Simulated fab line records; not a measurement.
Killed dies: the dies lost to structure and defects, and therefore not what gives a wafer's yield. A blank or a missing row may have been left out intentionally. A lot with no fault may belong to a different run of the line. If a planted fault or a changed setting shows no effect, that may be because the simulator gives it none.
A single fault, viewed from 2 desks	flow n5-finfet	only its own numbers are on each desk; what lay behind them is given at the end
Where a reading is given only as a bound, like >300, the bound stands for it, and a mean or a difference that rests on one is marked > or <: the true number lies beyond.

== DESK OF THE TOOL OWNER: rie-diel-01 ==
The tool's own readings at N5_MIM_BOT_ETCH_ETCH_04 (etches SiNx in CF4/O2, target depth 26 nm, time 13 s): means of the sampled wafers that have a number, for each lot that ran on this tool. If a lot's mean is further than 4 standard deviations from the usual mean, the lot is out of limits and carries the mark OUT (the distance appears in the brackets).
Columns: A = chamber-pressure-mTorr at N5_MIM_BOT_ETCH_ETCH_04, usual 40.00 mTorr; B = drypump-motor-current-A at N5_MIM_BOT_ETCH_ETCH_04, usual 5.6 A; C = oes-product-au at N5_MIM_BOT_ETCH_ETCH_04, usual 0.81 a.u.; D = rf-vpp-V at N5_MIM_BOT_ETCH_ETCH_04, usual 238.6 V; E = showerhead-plenum-p-Torr at N5_MIM_BOT_ETCH_ETCH_04, usual 2.20 Torr; F = throttle-valve-pct at N5_MIM_BOT_ETCH_ETCH_04, usual 15.96 %
lot	first seen here	A	B	C	D	E	F
L858	day 12 21:50	40.00	5.6	0.80	239.0	2.22	16.01
L860	day 13 13:28	40.00	5.6	0.73	238.7	2.20	15.96
L865	day 14 16:26	39.95	5.1	0.83	238.6	2.20	15.97
L868	day 15 07:46	39.99	5.0	0.77	237.7	2.15	15.86
This desk's finding: nothing out of limits on any of the 4 lots.

== THE DEFECT DESK ==
Inspection counts along the route, by lot: the mean over sampled wafers that carry a number. If a lot's mean is further than 4 standard deviations from the usual mean, the lot is out of limits and carries the mark OUT (the distance appears in the brackets).
Columns: A = raw-defect-count at N5_MIM_BOT_LITHO_INSPECT_12, usual 2.0; B = raw-defect-count at N5_PASSIVATION_INSPECT_61, usual 2.0
lot	first seen here	A	B
L855	day 12 10:10	0.3	3.7
L858	day 12 21:44	1.3	3.0
L860	day 13 13:22	2.0	3.3
L865	day 14 16:20	2.0	>300 (+99 or more) OUT
L868	day 15 07:40	2.7	>300 (+99 or more) OUT
L870	day 16 09:38	1.7	2.3
L873	day 16 19:16	1.0	1.7
L872	day 16 22:53	2.0	2.3
L875	day 17 06:56	2.7	1.7
L876	day 17 19:53	3.0	1.3
Finding of this desk: L865, L868 out of limits; the first was L865 at day 14 18:22, on raw-defect-count at N5_PASSIVATION_INSPECT_61. In limits: L855, L858, L860, L870, L873, L872, L875, L876.

== TAKEN TOGETHER ==
The defect desk could have raised an alarm at day 14 18:22, on L865, L868.
The desk of the tool owner found nothing out of limits.
The tool owner's desk has L865, L868 on record, within its limits.
On rie-diel-01, each named lot ran N5_MIM_BOT_ETCH_ETCH_04.

== WHAT WAS PUT IN BY THE SIMULATOR ==
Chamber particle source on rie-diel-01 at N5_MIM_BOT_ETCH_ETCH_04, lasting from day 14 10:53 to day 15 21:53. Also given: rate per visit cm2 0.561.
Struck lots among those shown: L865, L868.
Hours from the fault's start to each desk's first reading out of limits: the defect desk, 7.
